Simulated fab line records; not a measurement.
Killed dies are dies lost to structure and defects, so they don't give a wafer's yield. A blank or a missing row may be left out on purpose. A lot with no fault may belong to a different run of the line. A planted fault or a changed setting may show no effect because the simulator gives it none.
fab line records	flow n5-finfet	part 2 of 2: steps 5 to 6 of 6
record lots=24	wafers=72	last-day=18
route steps=1938 shown MOL_CONTACT_COAG@617 BEOL_M0_SAQP@654 BEOL_M0@718
lots that met no fault: from a run of the same line without faults
start-h: the number of hours between the record's first day and the start of the first shown wafer of the lot	wait-h: hours from the lot's prior step to this one	" same as the row above	L1.1+2: one row covering several wafers at once	- no value, or no start was given	* or withheld: withheld	< > ~ a bound
route shown NAME@n: a module of which the file shows steps, and the number in the route of the first	usual: mean/standard deviation of fault-free wafers	same: alike in all rows	chamber/n: place in a boat	sites: per-site readings	_std_site: the values' standard deviation	_edge_site: the outer-site mean with the inner-site mean subtracted	radius-mm: for every site, how far away it sits from the centre of the wafer	mask NAME#n: copy n	behind: tool/chamber where the wafer was last shaped	hold: why the lot went on hold/how many hours it stayed there/how the hold came to an end	device: which transistor (n, p or np) failed to switch	end of line: the same wafers' tests at the end of the route	a step given without rows: its recipe and nothing more	killed: the dies lost at the first sort to structure and to defects; this is not the yield of the wafer	map: a wafer's dies, x killed, . not, _ none there
set.NAME: the setting the step ran with; set.NAME@STEP: the setting that earlier step ran with	model.NAME: the simulator's own value behind a step, which no gauge read
the route's steps for a sample of lots (tables are steps, rows are wafers)
services: the hour from which a tool's chamber was out of use, counted from the record's first day as start-h (under 0 if before that day), plus the number of hours and why
## steps
# step N5_BEOL_M0_STRIP_104
# recipe chemistry=N2/H2	power-w=450	temp-c=40	pressure-mtorr=20	rf-frequency-hz=6e+07	overash-fraction=0.3	bias-power-w=7	h2-frac=0.5	n2-flow-sccm=200	h2-flow-sccm=200
# usual drypump-motor-current-A=5.6/0.48	oes-product-au=0.79/0.064	rf-vpp-V=59.1/1.5	showerhead-plenum-p-Torr=2.57/0.095	throttle-valve-pct=23.81/0.13
# same overash-fraction=0.3
lot.wafer	tool	chamber	start-h	wait-h	drypump-motor-current-A	oes-product-au	rf-hours-counter-h	rf-vpp-V	showerhead-plenum-p-Torr	throttle-valve-pct
L076.1	rie-diel-03	2	132.06	0.0	5.3	0.76	99	60.8	2.55	23.82
L076.3	"	0	"	"	5.7	0.76	125	61.0	2.67	23.84
L076.6	"	3	"	"	6.3	0.70	-	57.4	2.42	23.92
L075.2	rie-diel-05	0	137.93	0.0	6.2	0.85	71	60.9	2.46	23.72
L075.4	"	2	"	"	5.6	0.93	34	60.2	2.71	23.73
L075.6	"	0	"	"	6.2	0.85	-	59.0	2.46	23.73
L077.1	rie-diel-05	2	139.72	0.0	5.6	0.91	35	60.1	2.71	23.76
L077.3	"	1	"	"	5.6	0.86	61	60.2	2.48	23.99
L077.6	"	0	"	"	6.2	0.84	-	59.6	2.46	23.73
L078.3	rie-diel-03	2	147.67	0.0	5.3	0.78	107	60.2	2.55	23.81
L078.4	"	0	"	"	5.7	0.76	-	59.4	2.66	23.87
L078.5	"	2	"	"	5.3	0.77	-	58.8	2.55	23.83
L079.3	rie-diel-05	2	147.67	0.0	5.6	0.90	37	58.7	2.71	23.73
L079.4	"	1	"	"	5.7	0.85	63	60.8	2.48	24.01
L079.6	"	3	"	"	4.6	0.86	-	59.0	2.68	23.72
L074.1	rie-diel-03	3	147.73	0.0	6.4	0.70	226	60.5	2.42	23.91
L074.5	"	2	"	"	5.3	0.80	-	58.6	2.55	23.84
L074.6	"	3	"	"	6.4	0.69	-	61.0	2.42	23.90
L080.1	rie-diel-03	0	150.13	0.0	5.7	0.75	133	60.5	2.66	23.83
L080.3	"	2	"	"	5.3	0.77	108	58.4	2.55	23.85
L080.6	"	1	"	"	5.2	0.80	-	60.2	2.57	23.87
L081.2	rie-diel-01	2	157.36	0.0	4.9	0.72	170	58.0	2.61	23.56
L081.3	"	1	"	"	5.3	0.87	39	61.6	2.59	23.54
L081.5	"	1	"	"	5.3	0.86	-	57.6	2.59	23.54
L082.1	rie-diel-03	2	167.03	0.0	5.3	0.77	114	57.8	2.54	23.85
L082.2	"	0	"	"	5.7	0.76	139	59.4	2.66	23.87
L082.4	"	1	"	"	5.2	0.80	109	56.9	2.57	23.84
L083.1	rie-diel-03	2	172.47	0.0	5.3	0.75	117	58.0	2.54	23.83
L083.2	"	1	"	"	5.2	0.82	111	58.5	2.57	23.83
L083.4	"	3	"	"	6.4	0.69	234	58.3	2.41	23.95
L084.1	rie-diel-03	3	179.98	0.0	6.3	0.69	237	58.6	2.41	23.92
L084.2	"	1	"	"	5.2	0.82	113	60.5	2.57	23.85
L084.6	"	0	"	"	5.7	0.75	-	57.4	2.66	23.83
L085.2	rie-diel-01	0	180.47	0.0	6.4	0.81	99	59.1	2.58	23.63
L085.3	"	1	"	"	5.2	0.86	49	59.3	2.58	23.53
L085.6	"	3	"	"	5.4	0.70	-	58.7	2.63	23.64
L086.1	rie-diel-05	3	196.21	0.0	4.6	0.83	70	62.3	2.68	23.71
L086.3	"	1	"	"	5.7	0.84	77	59.1	2.48	24.03
L086.6	"	2	"	"	5.6	0.86	-	57.2	2.70	23.76
L087.1	rie-diel-03	2	202.66	0.0	5.3	0.76	127	59.4	2.54	23.85
L087.3	"	0	"	"	5.7	0.74	151	57.2	2.66	23.84
L087.6	"	1	"	"	5.2	0.79	-	60.1	2.56	23.87
L088.2	rie-diel-05	3	203.45	0.0	4.6	0.81	73	58.3	2.68	23.70
L088.3	"	1	"	"	5.6	0.84	79	57.9	2.48	24.02
L088.5	"	1	"	"	5.7	0.83	-	60.4	2.48	24.01
L090.1	rie-diel-01	1	210.04	0.0	5.2	0.85	61	59.8	2.58	23.54
L090.4	"	3	"	"	5.3	0.71	199	57.8	2.62	23.60
L090.5	"	1	"	"	5.3	0.85	-	58.8	2.58	23.57
L089.2	rie-diel-03	0	211.87	0.0	5.7	0.74	154	61.8	2.65	23.86
L089.3	"	2	"	"	5.3	0.75	131	57.7	2.54	23.89
L089.4	"	3	"	"	6.3	0.67	248	57.6	2.41	23.99
L091.3	rie-diel-03	0	222.90	0.0	5.7	0.72	160	57.4	2.65	23.88
L091.5	"	0	"	"	5.7	0.74	-	60.0	2.65	23.86
L091.6	"	1	"	"	5.2	0.78	-	60.7	2.56	23.86
L092.3	rie-diel-03	1	223.23	0.0	5.2	0.79	131	57.9	2.56	23.86
L092.4	"	1	"	"	5.2	0.79	-	56.3	2.56	23.86
L092.6	"	2	"	"	5.3	0.75	-	59.4	2.53	23.87
L093.1	rie-diel-01	3	231.11	0.0	5.3	0.69	207	57.3	2.62	23.62
L093.2	"	1	"	"	5.3	0.85	68	59.9	2.58	23.54
L093.4	"	1	"	"	5.2	0.84	-	59.6	2.58	23.54
L094.1	rie-diel-05	2	240.98	0.0	5.6	0.84	69	60.7	2.70	23.78
L094.2	"	3	"	"	4.6	0.80	85	60.8	2.67	23.70
L094.5	"	2	"	"	5.6	0.85	-	58.5	2.70	23.73
L095.2	rie-diel-05	3	246.00	0.0	4.7	0.82	87	61.7	2.67	23.74
L095.3	"	1	"	"	5.7	0.83	93	57.4	2.47	24.03
L095.4	"	2	"	"	5.6	0.84	72	59.7	2.70	23.76
L096.2	rie-diel-05	2	257.54	0.0	5.6	0.85	77	60.3	2.69	23.76
L096.3	"	0	"	"	6.2	0.81	103	59.1	2.45	23.75
L096.4	"	3	"	"	4.6	0.80	92	58.3	2.67	23.71
L097.2	rie-diel-03	0	260.33	0.0	5.7	0.72	176	60.9	2.65	23.86
L097.4	"	1	"	"	5.2	0.77	146	59.1	2.55	23.91
L097.5	"	0	"	"	5.7	0.72	-	57.2	2.65	23.90
# step N5_BEOL_M0_SPUTTER_134
# recipe material=Cu	target-thk-a=40	temp-c=-20	chamber-pressure-pa=0.07	power-w=withheld	time-s=7.37
# usual susceptor-temp-C=-20.01/0.11	throttle-valve-pct=29.8/0.95
lot.wafer	tool	chamber	start-h	wait-h	susceptor-temp-C	throttle-valve-pct
L076.1	pvd-sputter-03	-	134.08	0.0	-20.01	28.6
L076.3	"	-	"	"	-19.86	30.3
L076.6	"	-	"	"	-20.02	30.0
L075.2	pvd-sputter-03	-	140.05	0.0	-19.97	29.8
L075.4	"	-	"	"	-20.09	30.3
L075.6	"	-	"	"	-20.14	30.2
L077.1	pvd-sputter-02	-	141.87	0.0	-20.08	29.8
L077.3	"	-	"	"	-19.88	28.1
L077.6	"	-	"	"	-20.17	29.1
L078.3	pvd-sputter-02	-	149.69	0.0	-20.03	28.0
L078.4	"	-	"	"	-19.91	29.0
L078.5	"	-	"	"	-20.07	29.0
L079.3	pvd-sputter-01	-	149.74	0.0	-20.06	29.2
L079.4	"	-	"	"	-20.10	30.7
L079.6	"	-	"	"	-19.89	31.4
L074.1	pvd-sputter-03	-	149.98	0.0	-19.91	30.6
L074.5	"	-	"	"	-19.84	28.6
L074.6	"	-	"	"	-20.05	30.2
L080.1	pvd-sputter-01	-	153.02	0.0	-19.88	32.0
L080.3	"	-	"	"	-20.07	30.5
L080.6	"	-	"	"	-20.20	30.7
L081.2	pvd-sputter-03	-	161.01	0.0	-20.06	29.9
L081.3	"	-	"	"	-20.18	28.8
L081.5	"	-	"	"	-20.07	29.8
L082.1	pvd-sputter-03	-	168.79	0.0	-19.97	30.2
L082.2	"	-	"	"	-20.25	28.5
L082.4	"	-	"	"	-19.85	30.3
L083.1	pvd-sputter-02	-	174.17	0.0	-20.00	28.1
L083.2	"	-	"	"	-19.89	30.1
L083.4	"	-	"	"	-20.03	29.2
L084.1	pvd-sputter-01	-	182.69	0.0	-19.90	30.6
L084.2	"	-	"	"	-20.10	29.2
L084.6	"	-	"	"	-19.96	30.9
L085.2	pvd-sputter-01	-	183.13	0.0	-20.27	30.7
L085.3	"	-	"	"	-19.86	29.2
L085.6	"	-	"	"	-20.23	30.8
L086.1	pvd-sputter-03	-	198.83	0.0	-19.98	30.5
L086.3	"	-	"	"	-20.01	28.8
L086.6	"	-	"	"	-19.85	29.9
L087.1	pvd-sputter-01	-	204.80	0.0	-19.96	30.9
L087.3	"	-	"	"	-19.88	30.4
L087.6	"	-	"	"	-20.13	30.7
L088.2	pvd-sputter-03	-	206.63	0.0	-19.99	30.3
L088.3	"	-	"	"	-19.92	29.5
L088.5	"	-	"	"	-20.08	29.8
L090.1	pvd-sputter-02	-	212.94	0.0	-20.05	29.0
L090.4	"	-	"	"	-19.99	29.0
L090.5	"	-	"	"	-19.92	28.9
L089.2	pvd-sputter-03	-	213.37	0.0	-19.81	29.9
L089.3	"	-	"	"	-20.13	30.4
L089.4	"	-	"	"	-20.08	30.0
L091.3	pvd-sputter-02	-	225.29	0.0	-19.99	28.9
L091.5	"	-	"	"	-20.06	29.0
L091.6	"	-	"	"	-19.94	28.1
L092.3	pvd-sputter-02	-	225.73	0.0	-20.09	29.0
L092.4	"	-	"	"	-20.11	29.2
L092.6	"	-	"	"	-20.02	29.9
L093.1	pvd-sputter-03	-	234.65	0.0	-20.12	29.0
L093.2	"	-	"	"	-20.02	30.2
L093.4	"	-	"	"	-20.01	29.8
L094.1	pvd-sputter-03	-	243.91	0.0	-19.81	28.9
L094.2	"	-	"	"	-20.06	29.7
L094.5	"	-	"	"	-19.95	30.2
L095.2	pvd-sputter-03	-	252.42	0.0	-20.07	28.8
L095.3	"	-	"	"	-19.96	30.3
L095.4	"	-	"	"	-20.23	30.5
L096.2	pvd-sputter-01	-	259.73	0.0	-19.93	31.8
L096.3	"	-	"	"	-19.88	30.5
L096.4	"	-	"	"	-20.06	29.3
L097.2	pvd-sputter-01	-	262.53	0.0	-19.88	31.7
L097.4	"	-	"	"	-19.95	29.1
L097.5	"	-	"	"	-20.10	29.2
## services
tool	chamber	start-h	hours	kind
rie-diel-04	2	96.92	132.0	repair
rie-diel-01	3	100.79	8.7	repair
pvd-sputter-02	-	134.88	1.1	repair
rie-diel-01	-	135.57	0.8	repair
rie-diel-05	1	148.75	2.2	repair
rie-diel-05	0	152.80	25.5	repair
cvd-w-02	1	155.02	14.4	repair
rie-diel-05	1	160.48	5.4	repair
rie-diel-02	2	161.44	8.3	repair
rie-diel-01	0	168.70	6.0	repair
rie-diel-06	1	180.43	-	clean
rie-diel-06	1	180.43	-	consumable-replace:focus-ring
rie-diel-02	1	183.49	5.8	repair
cvd-w-02	-	196.62	1.5	repair
rie-diel-02	-	199.34	2.8	pm
cvd-w-01	-	209.99	1.1	repair
rie-diel-03	3	216.77	-	clean
rie-diel-03	3	216.77	-	consumable-replace:focus-ring
rie-diel-03	3	216.77	-	consumable-replace:showerhead
rie-diel-03	3	216.77	18.6	scheduled-down
rie-diel-03	3	216.77	18.6	vent-cycle
rie-diel-01	0	228.17	6.0	repair
rie-diel-01	-	238.12	15.6	pm
rie-diel-06	1	256.96	4.2	repair
